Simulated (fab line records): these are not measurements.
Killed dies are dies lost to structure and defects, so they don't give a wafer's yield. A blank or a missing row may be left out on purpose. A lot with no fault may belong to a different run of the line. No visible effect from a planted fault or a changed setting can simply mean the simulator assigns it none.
Matching of chambers -- flow n5-finfet -- rie-diel-06 running N5_BEOL_M13_ETCH_68: 4 sister chambers
The step etches SOC in N2/H2, time 355 s. 8 wafers are shown with their chamber, then 8 later ones without.

## EACH WAFER AND ITS CHAMBER
wafer,chamber,drypump-motor-current-A (A),showerhead-plenum-p-Torr (Torr)
L079.6,1,5.4,2.55
L080.3,3,5.8,2.50
L085.1,3,5.8,2.50
L089.1,0,5.5,2.47
L086.2,2,5.9,2.35
L086.4,2,5.9,2.35
L086.6,0,5.6,2.47
L093.3,1,5.4,2.53

## WAFERS MISSING THEIR CHAMBER
wafer,drypump-motor-current-A (A),showerhead-plenum-p-Torr (Torr)
L093.4,5.5,2.46
L093.6,5.8,2.34
L092.1,5.4,2.53
L092.3,5.9,2.34
L092.5,5.4,2.53
L094.4,5.4,2.53
L094.5,5.5,2.46
L094.6,5.8,2.49

## THE CHAMBER EACH PASSED THROUGH
wafer,from the rows above,in truth
L093.4,0,0
L093.6,2,2
L092.1,1,1
L092.3,2,2
L092.5,1,1
L094.4,1,1
L094.5,0,0
L094.6,3,3
Placed correctly: 8 of 8. From these rows, 0 cannot be placed. Placed wrongly: 0.
How it was worked out, from the rows above alone: a wafer's distance from a chamber is the root of the sum, over the readings, of the square of ((its reading less the chamber's mean) divided by the reading's scatter). The wafer belongs to the nearest chamber; if the next one is less than 2 further off, it can't be placed. For every chamber, the mean is computed from those of its wafers that are shown. How the scatter is found: for the shown wafers, subtract from each reading the mean of its chamber, square and add these, divide the total by (wafers less chambers), then take the root.
